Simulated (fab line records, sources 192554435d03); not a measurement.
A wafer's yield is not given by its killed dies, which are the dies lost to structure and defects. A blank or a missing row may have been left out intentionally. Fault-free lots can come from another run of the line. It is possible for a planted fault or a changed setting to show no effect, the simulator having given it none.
8D (eight disciplines) problem report, filled in by code + flow n5Finfet + the parts of the form that need people (team, actions taken, sign-off) are left out

## 1. WHAT WENT WRONG
Wafers free of any fault read 0.16 nA/um (standard deviation 0.036) for IOFF_N at N5_BEOL_M4_RC_MEAS_101, against a mean of 0.86 nA/um on 6 wafers of 2 lots. Measured from the usual mean, that is +20 standard deviations.
Seen first at day 11 18:03 on prober-01, wafer L848.1. The record holds 24 wafers of 8 lots with a number at this step. Rule for "out", or "out of limits": more than 4 standard deviations from the usual mean. The other wafers with a number count as sound.

## 2. WHAT IT IS, WHAT IT ISN'T
| question                    | is                                                                          | is not                                                                                |
|-----------------------------|-----------------------------------------------------------------------------|---------------------------------------------------------------------------------------|
| which readings at this step | IOFF_N, DIBL_N, IOFF_N_85C, IOFF_N_LIN, ION_N, REXT_N, SS_N, VT_N, VT_N_LVT | -                                                                                     |
| which lots                  | L847, L848                                                                  | L837, L838, L850, L851, L853, L855                                                    |
| which wafers of those lots  | all that have a number                                                      | -                                                                                     |
| read on which gauges        | prober-01, prober-02                                                        | -                                                                                     |
| when                        | from day 11 18:03                                                           | up to then (6 sound wafers); but 12 sound wafers of L850, L851, L853, L855 came after |

## 3. THE SUSPECTS, EACH WITH WHAT RULES IT OUT
Counting: a tool at any process step up to the reading remains a suspect when it ran all the lots that are out and ran no sound lot after the first of those.
- ruled out: the gauge at N5_BEOL_M4_RC_MEAS_101. The wafers that are out were read on 2 gauges (prober-01, prober-02).
- rtpAnneal-01 at N5_SD_ACTIVATION_RTA_00 (time 0 s): kept. Every lot that is out went through it, starting with L848 (day 6 10:26), and after that it ran no sound lot; the last sound lot it ran before then is L838 (day 4 01:35). Its own readings are out on those wafers: lampPowerPct, lamp_zone_1_pct, lamp_zone_2_pct, lamp_zone_3_pct, lamp_zone_4_pct, lamp_zone_5_pct, lamp_zone_6_pct, lamp_zone_7_pct.
The count leaves rtpAnneal-01 at N5_SD_ACTIVATION_RTA_00.

## 4. THE CAUSE (what the simulator had put in)
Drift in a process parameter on rtpAnneal-01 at N5_SD_ACTIVATION_RTA_00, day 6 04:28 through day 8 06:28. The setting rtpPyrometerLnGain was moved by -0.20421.
Counting left only this tool.

## 5. SEQUENCE OF EFFECTS, ordered by route
Rows list readings where the struck wafers' mean (over those with a number) sits beyond 3 standard deviations from the usual. Readings are gone through only where the record gives a usual standard deviation; hours: the median, over the lots, of the time from a lot's start at the first step in this table giving one to that lot's start at this step; sigmas: the change measured in usual standard deviations.
| hours | step                    | reading            | usual        | on struck wafers | change | sigmas      |
|-------|-------------------------|--------------------|--------------|------------------|--------|-------------|
| 0     | N5_SD_ACTIVATION_RTA_00 | lampPowerPct       | 8.96 %       | 9.36             | +0.40  | +7.4        |
| 0     | N5_SD_ACTIVATION_RTA_00 | lamp_zone_1_pct    | 8.95 %       | 9.39             | +0.45  | +14         |
| 0     | N5_SD_ACTIVATION_RTA_00 | lamp_zone_2_pct    | 8.949 %      | 9.347            | +0.398 | +14         |
| 0     | N5_SD_ACTIVATION_RTA_00 | lamp_zone_3_pct    | 8.950 %      | 9.372            | +0.422 | +16         |
| 0     | N5_SD_ACTIVATION_RTA_00 | lamp_zone_4_pct    | 8.951 %      | 9.371            | +0.420 | +16         |
| 0     | N5_SD_ACTIVATION_RTA_00 | lamp_zone_5_pct    | 8.953 %      | 9.378            | +0.425 | +16         |
| 0     | N5_SD_ACTIVATION_RTA_00 | lamp_zone_6_pct    | 8.879 %      | 9.281            | +0.402 | +14         |
| 0     | N5_SD_ACTIVATION_RTA_00 | lamp_zone_7_pct    | 9.352 %      | 9.775            | +0.423 | +14         |
| 137   | N5_BEOL_M4_RC_MEAS_101  | DIBL_N             | 36.1 mV/V    | 51.0             | +14.9  | +7.8        |
| 137   | N5_BEOL_M4_RC_MEAS_101  | IOFF_N             | 0.16 nA/um   | 0.86             | +0.70  | +20         |
| 137   | N5_BEOL_M4_RC_MEAS_101  | IOFF_N_85C         | 3.1 nA/um    | 12.5             | +9.4   | +17         |
| 137   | N5_BEOL_M4_RC_MEAS_101  | IOFF_N_LIN         | 0.074 nA/um  | 0.208            | +0.135 | +10         |
| 137   | N5_BEOL_M4_RC_MEAS_101  | IOFF_P             | 0.22 nA/um   | 0.38             | +0.15  | +4.1        |
| 137   | N5_BEOL_M4_RC_MEAS_101  | IOFF_P_85C         | 3.7 nA/um    | 5.8              | +2.1   | +3.8        |
| 137   | N5_BEOL_M4_RC_MEAS_101  | IOFF_P_LIN         | 0.101 nA/um  | 0.155            | +0.054 | +3.9        |
| 137   | N5_BEOL_M4_RC_MEAS_101  | ION_N              | 672 uA/um    | 745              | +73    | +6.6        |
| 137   | N5_BEOL_M4_RC_MEAS_101  | REXT_N             | 75.1 ohm.um  | 65.8             | -9.3   | -5.2        |
| 137   | N5_BEOL_M4_RC_MEAS_101  | REXT_P             | 100.5 ohm.um | 93.2             | -7.3   | -3.2        |
| 137   | N5_BEOL_M4_RC_MEAS_101  | SS_N               | 71.6 mV/dec  | 77.1             | +5.5   | +8.1        |
| 137   | N5_BEOL_M4_RC_MEAS_101  | VT_N               | 250 mV       | 232              | -18    | -5.5        |
| 137   | N5_BEOL_M4_RC_MEAS_101  | VT_N_LVT           | 99 mV        | 80               | -19    | -5.7        |
| 246   | N5_PASSIVATION_PROBE_49 | sort_bin_4_leakage | 0.00 %       | 80.55            | +80.55 | +99 or more |
| 246   | N5_PASSIVATION_PROBE_49 | sortNPass          | 1077         | 127              | -950   | -56         |
| 246   | N5_PASSIVATION_PROBE_49 | sortYieldPct       | 91.2 %       | 10.8             | -80.4  | -57         |
The process steps in it:
- N5_SD_ACTIVATION_RTA_00: time 0 s.
- N5_PASSIVATION_PROBE_49

## 6. WHAT WOULD HAVE CAUGHT IT SOONER
134 hours passed between the start of the fault at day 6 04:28 and the first reading out of limits at a measuring or inspecting step in this record, taken at day 11 18:03.
At N5_SD_ACTIVATION_RTA_00, the tool's own readings (lampPowerPct, lamp_zone_1_pct, lamp_zone_2_pct, lamp_zone_3_pct, lamp_zone_4_pct, lamp_zone_5_pct, lamp_zone_6_pct, lamp_zone_7_pct) were out on each struck wafer the step has a row for, so an alarm limit on them would have fired on the first such wafer.
All the lots that are out (2) had begun N5_SD_ACTIVATION_RTA_00 on rtpAnneal-01 by day 11 18:03. Had the tool been put on hold then, not one of them would have been saved.
